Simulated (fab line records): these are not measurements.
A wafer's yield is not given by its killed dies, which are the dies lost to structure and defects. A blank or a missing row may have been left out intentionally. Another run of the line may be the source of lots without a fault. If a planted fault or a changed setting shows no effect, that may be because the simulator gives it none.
Comparing a struck lot with a sound one | flow nand harc | 15 out of 1159 route steps
Sound: wafers L836.3, L836.5, L836.6. Wafers struck: L852.4, L852.5, L852.6. The cause comes at the end.
For every step that has rows: the tool of each side, followed by ch and its chambers, followed by its first start. Under that, the readings that differ: sound wafers | struck wafers | difference of the means | sigmas: that difference in standard deviations of wafers without a fault.
alike: same words and numbers on both sides, and readings whose means sit less than 2 such deviations apart. not compared: any withheld reading, any reading some wafer has no value for, any bound like >300 that may hide the same value, and any number with overlapping values for which the record gives no deviation.
The two part at a step that has a row with sigmas, a row that says differs or no value, or rows on one side only. Non-overlapping numbers with no deviation appear without sigmas and do not part them. A reading missing from all wafers of one side parts the sides only when that side holds two or more wafers.

first, 6 steps without rows for these wafers: NHARC_A_CONTACT_COAT_36 (resist thk 90 nm); NHARC_A_CONTACT_SOFTBAKE_37 (time 55 s); NHARC_A_CONTACT_EBR_38; NHARC_A_CONTACT_EXPOSE_39 (exposes mask A CC 3); NHARC_A_CONTACT_PEB_40 (peb time 65 s); NHARC_A_CONTACT_DEVELOP_41 (develop time 35 s).
NHARC_A_CONTACT_CD_MEAS_42 targets a cd of 200 nm.
  sound on cd sem-01 ch 0, day 16 17:32; struck on cd sem-03 ch 0, day 20 06:21
  alike: cd nm
NHARC_A_CONTACT_OVL_MEAS_43:
  sound on overlay-01, day 16 17:37; struck on overlay-01, day 20 06:26
  alike: overlay x nm, overlay y nm
NHARC_A_CONTACT_INSPECT_44:
  sound on defect inspect-02, day 16 17:39; struck on defect inspect-02, day 20 06:28
  alike: raw defect count
NHARC_A_CONTACT_DESCUM_47: chemistry O2, time 3 s.
  sound on rie diel-06 ch 0,1,3, day 16 17:44; struck on rie diel-06 ch 0,1,3, day 20 06:33
  alike: drypump motor current A, oes product au, rf vpp V, showerhead plenum p Torr, throttle valve pct
  not compared: rf hours counter h
NHARC_A_CONTACT_ETCH_48: etches the open film in CF4, target depth 39 nm, time 65 s.
  sound on rie diel-06 ch 0,2,3, day 16 17:49; struck on rie diel-06 ch 0,3, day 20 06:37
  reading              | sound             | struck            | difference | sigmas
  cf4 flow sccm (sccm) | 150.2 150.9 151.0 | 150.0 149.6 149.7 | -0.9       | -2
  alike: bias w, drypump motor current A, oes product au, rf vpp V, showerhead plenum p Torr, throttle valve pct
  not compared: rf hours counter h
NHARC_A_CONTACT_ETCH_49: etches the open film in N2/H2, target depth 260 nm, time 475.3 s.
  sound on rie diel-06 ch 0,2,3; struck on rie diel-06 ch 0,1
  alike: bias w, chamber pressure mTorr, drypump motor current A, h2 flow sccm, oes product au, rf vpp V, showerhead plenum p Torr, throttle valve pct
  not compared: rf hours counter h
NHARC_A_CONTACT_ETCH_50: etches the open film in CF4/CHF3, target depth 84.7 nm, time 42.4 s.
  sound on rie diel-06 ch 0,1, day 16 18:14; struck on rie diel-06 ch 2,3, day 20 07:05
  no value came back on the struck wafers for any of 7 readings (bias w (W), cf4 flow sccm (sccm) and others); on the sound wafers bias w (W) reads 200.2 200.5 200.5
  not compared: rf hours counter h
NHARC_A_CONTACT_ETCH_51: etches the open film in O2/COS, target depth 3600 nm, time 936 s.
  sound on rie diel-06 ch 1,2,3; struck on rie diel-06 ch 0,1,2
  alike: bias w, chamber pressure mTorr, drypump motor current A, oes product au, rf vpp V, showerhead plenum p Torr, throttle valve pct
  not compared: rf hours counter h
-- record jumps: 3 days between struck wafers' starts before vs after; left off in module A_CONTACT, resumes in module END, first step shown is number 1159 of the route --
NHARC_END_SORT_01:
  the record has rows for the struck wafers here (prober-02 ch 0, day 23 08:35) and none for the sound ones

== WHERE THEY PART ==
At NHARC_A_CONTACT_ETCH_48 first; at NHARC_END_SORT_01 last (within this record only).

WHY: what had been put in by the simulator
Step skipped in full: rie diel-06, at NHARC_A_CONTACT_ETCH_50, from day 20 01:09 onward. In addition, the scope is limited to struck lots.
